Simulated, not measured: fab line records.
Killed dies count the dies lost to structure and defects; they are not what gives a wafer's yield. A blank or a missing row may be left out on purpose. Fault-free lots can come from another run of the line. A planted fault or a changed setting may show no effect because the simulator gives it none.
8D (eight disciplines) problem report, filled in by code + flow n5Finfet + the parts of the form that need people (team, actions taken, sign-off) are left out

## 1. PROBLEM STATEMENT
Mean of killed_at_M4_up at N5_PASSIVATION_PROBE_49: 111 across 2 wafers in 2 lots; on wafers with no fault it is 15 (standard deviation 5.6). Relative to the usual mean, that is a shift of +17 standard deviations.
Seen first at day 20 17:50 on prober-01, wafer L893.1. The record holds 4 wafers of 3 lots with a number at this step. Rule for "out", or "out of limits": more than 4 standard deviations from the usual mean. Any other wafer with a number is counted as sound.

## 2. WHAT IT IS, WHAT IT ISN'T
| question                    | is                                   | is not                                                                                                                         |
|-----------------------------|--------------------------------------|--------------------------------------------------------------------------------------------------------------------------------|
| which readings at this step | killed_at_M4_up, sort_bin_5_function | killed_at_M0_to_M3, killedAtContacts, killedAtFrontEnd, killedAtOther, killedOnRim, killedOpen, killedShort, sort_bin_6_memory |
| which lots                  | L893, L896                           | L889                                                                                                                           |
| which wafers of those lots  | L893.1, L896.2                       | L893.6                                                                                                                         |
| read on which tools         | prober-01                            | -                                                                                                                              |
| when                        | from day 20 17:50                    | up to then (1 sound wafer); but 1 sound wafer of L893 came after                                                               |

## 3. THE SUSPECTS, EACH WITH WHAT RULES IT OUT
Counting: a tool at a process step up to the reading stays a suspect if it ran every lot that is out. Sound lots after the first of them don't rule it out here, since some wafers of a struck lot are sound.
- wetBench-04 at N5_BEOL_M13_PRECLEAN_39 (cleans in residue remover, time 60 s): kept. Every lot that is out went through it, the first being L893 (day 19 10:17); the last sound lot it ran before that was L889 (day 19 04:17).
- prober-01 at N5_PASSIVATION_PROBE_49: kept. Every lot that is out went through it, the first being L893 (day 20 17:50); the last sound lot it ran before that was L889 (day 20 12:02). On those wafers its own readings are out: killed_at_M4_up, sort_bin_5_function.
Remaining after the count are wetBench-04 at N5_BEOL_M13_PRECLEAN_39 and prober-01 at N5_PASSIVATION_PROBE_49.

## 4. THE CAUSE (what the simulator had put in)
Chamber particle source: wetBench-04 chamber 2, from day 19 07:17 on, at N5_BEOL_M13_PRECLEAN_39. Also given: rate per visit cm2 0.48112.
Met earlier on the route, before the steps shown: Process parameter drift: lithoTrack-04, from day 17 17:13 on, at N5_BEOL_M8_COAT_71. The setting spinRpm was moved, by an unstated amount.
After counting, 2 suspects remain, this tool included.

## 5. THE CHAIN OF EFFECTS, in route order
Each row: a reading where the mean over the struck wafers with a number is more than 3 standard deviations away from the usual. Readings are gone through only where the record gives a usual standard deviation; hours: the median, over the lots, of the time from a lot's start at the first step in this table giving one to that lot's start at this step; sigmas: the change measured in usual standard deviations.
| hours | step                    | reading             | usual  | on struck wafers | change | sigmas |
|-------|-------------------------|---------------------|--------|------------------|--------|--------|
| 0     | N5_PASSIVATION_PROBE_49 | defectLimitedYield  | 90.9 % | 84.5             | -6.4   | -4.0   |
| 0     | N5_PASSIVATION_PROBE_49 | killed_at_M4_up     | 15     | 111              | +96    | +17    |
| 0     | N5_PASSIVATION_PROBE_49 | killedDies          | 107    | 183              | +76    | +4.0   |
| 0     | N5_PASSIVATION_PROBE_49 | sort_bin_5_function | 5.3 %  | 10.6             | +5.3   | +5.2   |
| 0     | N5_PASSIVATION_PROBE_49 | sortNPass           | 1072   | 997              | -75    | -3.8   |
| 0     | N5_PASSIVATION_PROBE_49 | sortYieldPct        | 90.9 % | 84.5             | -6.4   | -3.8   |
Process steps it contains:
- N5_PASSIVATION_PROBE_49

## 6. WHAT WOULD HAVE CAUGHT IT SOONER
35 hours passed between the start of the fault at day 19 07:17 and the first reading out of limits in this record, taken at day 20 17:50.
Each of the lots that are out, 2 in all, had begun N5_BEOL_M13_PRECLEAN_39 on wetBench-04 no later than day 20 17:50. None of them would have been spared by holding the tool at that moment.
